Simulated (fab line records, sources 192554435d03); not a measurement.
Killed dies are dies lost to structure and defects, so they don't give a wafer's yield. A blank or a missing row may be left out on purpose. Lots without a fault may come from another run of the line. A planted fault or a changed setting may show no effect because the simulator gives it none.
A struck lot beside a sound one | flow n5_finfet | 15 steps out of a route of 1938
Sound: wafers L619.2, L619.3, L619.5. Struck: wafer L630.6. (L630.2, L630.3 of the same lot were not struck and are left out.) The cause comes at the end.
At each step with rows: each side's tool, then ch and its chambers, then its first start. Under that, the readings that differ: sound wafers | struck wafers | difference of the means | sigmas: that difference in standard deviations of wafers without a fault.
alike: readings whose means differ by less than 2 such deviations, and words and numbers that are the same on both sides. not compared: withheld readings, readings that some wafer has no value for, bounds like >300 that may hide the same value, and numbers for which the record gives no deviation and whose values overlap.
The two part at a step that has a row with sigmas, a row that says differs or no value, or rows on one side only. Numbers that don't overlap but have no deviation are shown without sigmas and don't part them. A reading that every wafer of one side lacks parts them only if that side has two wafers or more.

first, 8 steps without rows for these wafers: N5_BEOL_M15_COAT_60 (time 60 s, resist thk 89 nm); N5_BEOL_M15_COAT_22 (resist thk 800 nm); N5_BEOL_M15_EBR_24; N5_BEOL_M15_SOFTBAKE_23 (time 60 s); N5_BEOL_M15_EXPOSE_25 (exposes mask M15, target cd 400 nm); N5_BEOL_M15_PEB_26 (peb time 90 s); N5_BEOL_M15_DEVELOP_27 (develop time 45 s); N5_BEOL_M15_HARDBAKE_32 (time 120 s).
N5_BEOL_M15_CD_MEAS_28: target cd 407.6 nm.
  sound on cd_sem-01 ch 0, day 12 05:10; struck on cd_sem-01 ch 0, day 15 04:37
  alike: cd_nm
N5_BEOL_M15_OVL_MEAS_29:
  sound on overlay-01 ch 0, day 12 05:12; struck on overlay-01 ch 0, day 15 04:38
  alike: M15_OVL
N5_BEOL_M15_INSPECT_30: inspects for defects (macro).
  sound on defect_inspect-02, day 12 05:13; struck on defect_inspect-02, day 15 04:40
  alike: raw_defect_count
N5_BEOL_M15_DESCUM_33: chemistry O2, time 7.9 s.
  sound on rie_diel-06 ch 0,1,3, day 12 05:16; struck on rie_diel-06 ch 0, day 15 04:47
  alike: drypump_motor_current_A, oes_product_au, rf_vpp_V, showerhead_plenum_p_Torr, throttle_valve_pct
  not compared: rf_hours_counter_h
N5_BEOL_M15_ETCH_61: etches BARC in N2/H2, target depth 89 nm, overetch 26.7 nm, time 67.9 s.
  sound on rie_diel-06 ch 0,1,3, day 12 05:17; struck on rie_diel-06 ch 0, day 15 04:49
  reading                                    | sound             | struck | difference | sigmas
  model.coat_of_BEOL_M15_COAT_22.thk_nm (nm) | 716 719.2 718     | 731.2  | +13.5      |
  model.BEOL_M15.cd_nm (nm)                  | 397.4 397.6 398.4 | 395.6  | -2.2       |
  alike: drypump_motor_current_A, oes_product_au, rf_vpp_V, showerhead_plenum_p_Torr, throttle_valve_pct
  not compared: rf_hours_counter_h
N5_BEOL_M15_TRENCH_ETCH_34: etches SiO2 in C4F8/O2/Ar, target depth 872.93 nm, time 199 s.
  sound on rie_diel-06 ch 0,1,3, day 12 05:21; struck on rie_diel-06 ch 0, day 15 04:52
  reading                                    | sound             | struck | difference | sigmas
  model.coat_of_BEOL_M15_COAT_22.thk_nm (nm) | 544.8 550.6 548.4 | 563.2  | +15.3      |
  alike: drypump_motor_current_A, oes_product_au, rf_vpp_V, showerhead_plenum_p_Torr, throttle_valve_pct
  not compared: rf_hours_counter_h
N5_PASSIVATION_PROBE_49:
  the record has rows for the struck wafers here (prober-02, day 15 23:43) and none for the sound ones

WHERE THEY PART
Only at N5_PASSIVATION_PROBE_49, within this record.

WHY: what the simulator had put in
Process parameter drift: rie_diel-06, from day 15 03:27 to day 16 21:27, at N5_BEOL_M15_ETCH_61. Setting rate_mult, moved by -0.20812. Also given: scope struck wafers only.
